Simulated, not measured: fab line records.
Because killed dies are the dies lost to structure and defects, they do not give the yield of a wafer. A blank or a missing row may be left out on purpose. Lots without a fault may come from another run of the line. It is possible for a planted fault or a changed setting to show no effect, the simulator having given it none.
Code-filled problem report in 8D (eight disciplines) form :: flow nand harc :: the parts of the form that need people (team, actions taken, sign-off) are left out

1. THE PROBLEM
At NHARC_P_M2_CD_MEAS_09, cd nm averages 184.8 nm over 6 wafers from 2 lots, while fault-free wafers read 170.3 nm, standard deviation 0.49. Relative to the usual mean, that is a shift of +30 standard deviations.
The step: target cd 170 nm.
First seen on wafer L755.4, day 9 11:15, on cd sem-03. Wafers with a number at this step in the record: 36, from 12 lots. The rule behind "out" and "out of limits": a value lying over 4 standard deviations away from the usual mean. Any other wafer with a number is counted as sound.

2. WHAT IT IS, WHAT IT ISN'T
question: which readings at this step
is: cd nm
is not: -

question: which lots
is: L754, L755
is not: L743, L744, L745, L749, L757, L758, L760, L762, L763, L764

question: which wafers of those lots
is: all that have a number
is not: -

question: read on which gauges
is: cd sem-02, cd sem-03
is not: cd sem-01

question: when
is: from day 9 11:15
is not: up to then (12 sound wafers); but 18 sound wafers of L757, L758, L760, L762, L763, L764 came after

3. WHAT RULES OUT EACH SUSPECT
Counting: a tool stays on the suspect list if, at a process step up to the reading, it processed all lots that are out and no sound lot following the first of them.
- the gauge at NHARC_P_M2_CD_MEAS_09 is ruled out. The wafers that are out were read on 2 gauges (cd sem-02, cd sem-03).
- pecvd-02 at NHARC_P_M1_PRE_CLEAN_32 (time 12 s): ruled out as a lasting fault. After its first lot that is out, L755 (day 9 09:57), sound lots L760, L762, L764 ran on it.
- litho track-06 at NHARC_P_M2_PEB_07 (peb time 65 s): kept. It processed each lot that is out, first L755 at day 9 11:10, and no sound lot thereafter; up to then, the last sound lot it processed was L744 at day 7 00:40. Out on those wafers are its own readings of heater power total W, plate temp C.
The count leaves litho track-06 at NHARC_P_M2_PEB_07.

4. THE CAUSE (what the simulator had put in)
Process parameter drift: litho track-06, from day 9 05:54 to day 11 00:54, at NHARC_P_M2_PEB_07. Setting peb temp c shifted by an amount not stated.
Counting left only this tool.

5. SEQUENCE OF EFFECTS, ordered by route
Rows list readings where the struck wafers' mean (over those with a number) sits beyond 3 standard deviations from the usual. Only readings whose record carries a usual standard deviation are examined. hours: median over the lots of the time between each lot's start at the first step of this table that gives one and its start at this step. sigmas: the change, counted in usual standard deviations.
hours: 0
step: NHARC_P_M2_PEB_07
reading: heater power total W
usual: 156.6 W
on struck wafers: 166.6
change: +10.0
sigmas: +24

hours: 0
step: NHARC_P_M2_PEB_07
reading: plate temp C
usual: 100.02 C
on struck wafers: 104.57
change: +4.55
sigmas: +41

hours: 0
step: NHARC_P_M2_CD_MEAS_09
reading: cd nm
usual: 170.3 nm
on struck wafers: 184.8
change: +14.5
sigmas: +30
Process steps it contains:
- NHARC_P_M2_PEB_07: peb time 65 s.
Later steps that measure or inspect, where all struck wafers having a row at the step show a number for every such reading and not one has moved that far: NHARC_END_SORT_01.

6. WHAT WOULD HAVE CAUGHT IT SOONER
Counted from the fault's start at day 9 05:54, it took 5 hours until the first out-of-limits reading at a measuring or inspecting step in this record, taken at day 9 11:15.
The tool's own readings at NHARC_P_M2_PEB_07 were out on every struck wafer that the step has a row for (heater power total W, plate temp C): an alarm limit on them would have fired on the first of those.
Lots out: 2; of these, L754 started NHARC_P_M2_PEB_07 on litho track-06 after day 9 11:15. A hold on the tool at that time would have spared it.
